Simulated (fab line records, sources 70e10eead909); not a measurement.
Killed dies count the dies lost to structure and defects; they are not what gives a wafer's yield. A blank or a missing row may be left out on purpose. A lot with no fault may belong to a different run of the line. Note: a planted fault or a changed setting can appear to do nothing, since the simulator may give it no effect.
Chamber matching	flow nand harc	rie diel-11 running NHARC_A_CONTACT_ETCH_48: 4 sister chambers
The step etches the open film in CF4, target depth 39 nm, time 65 s. 27 wafers are shown with their chamber, then 12 later ones without.

## EACH WAFER AND ITS CHAMBER
wafer	chamber	showerhead plenum p Torr (Torr)	drypump motor current A (A)	rf vpp V (V)
L074.1	3	1.84	5.2	150.5
L074.2	1	1.75	5.4	151.7
L074.5	3	1.84	5.2	152.1
L075.1	3	1.84	5.1	152.0
L075.4	3	1.84	5.1	151.7
L075.6	1	1.75	5.3	149.5
L076.2	2	1.66	6.7	148.5
L076.3	3	1.83	5.1	151.4
L076.4	1	1.75	5.3	149.1
L077.1	0	1.74	6.0	150.6
L077.2	2	1.66	6.7	150.2
L077.3	3	1.83	5.2	153.0
L079.2	3	1.83	5.2	152.1
L079.5	3	1.83	5.2	152.7
L079.6	0	1.74	6.0	149.6
L080.1	0	1.74	6.0	151.8
L080.2	2	1.65	6.6	150.7
L080.4	3	1.83	5.2	151.7
L084.1	3	1.83	5.2	151.0
L084.4	0	1.74	6.0	150.1
L084.6	2	1.65	6.6	149.9
L089.2	2	1.65	6.6	147.8
L089.4	0	1.73	6.0	151.5
L089.5	2	1.65	6.6	149.7
L090.2	2	1.65	6.6	150.1
L090.5	3	1.83	5.2	152.8
L090.6	0	1.73	6.0	150.3

SIGNATURES (means of the wafers above)
reading	chamber 0	chamber 1	chamber 2	chamber 3	scatter within a chamber
showerhead plenum p Torr	1.7367	1.7500	1.6529	1.8336	0.0048
drypump motor current A	6.000	5.333	6.629	5.173	0.0431
rf vpp V	150.650	150.100	149.557	151.909	0.926
Rule: for a wafer and a chamber, the distance is found by dividing, reading by reading, the gap between the wafer's reading and the chamber's mean by the reading's scatter, squaring, summing and taking the root. If the next closest chamber is less than 2 further off than the closest, the wafer can't be placed; otherwise it belongs to the closest. The scatter: take each reading less its chamber's mean, square it, sum over the shown wafers, divide by the number of wafers less the number of chambers, and take the root.

## WAFERS WHOSE CHAMBER IS MISSING
wafer	showerhead plenum p Torr (Torr)	drypump motor current A (A)	rf vpp V (V)
L092.1	1.83	5.1	150.7
L092.4	1.73	6.0	150.9
L092.6	1.73	6.0	152.9
L091.1	1.83	5.1	152.7
L091.2	1.65	6.6	148.7
L091.3	1.74	5.4	150.6
L093.4	1.74	5.3	150.7
L093.5	1.73	6.0	151.3
L093.6	1.74	5.3	151.7
L094.1	1.73	6.0	152.4
L094.3	1.65	6.6	151.2
L094.6	1.73	6.0	150.5

## WHICH CHAMBER EACH WENT THROUGH
wafer	from the rows above	in truth
L092.1	3	3
L092.4	0	0
L092.6	0	0
L091.1	3	3
L091.2	2	2
L091.3	1	1
L093.4	1	1
L093.5	0	0
L093.6	1	1
L094.1	0	0
L094.3	2	2
L094.6	0	0
12 of 12 placed correctly. Left unplaced by these rows: 0. Number placed wrongly: 0.
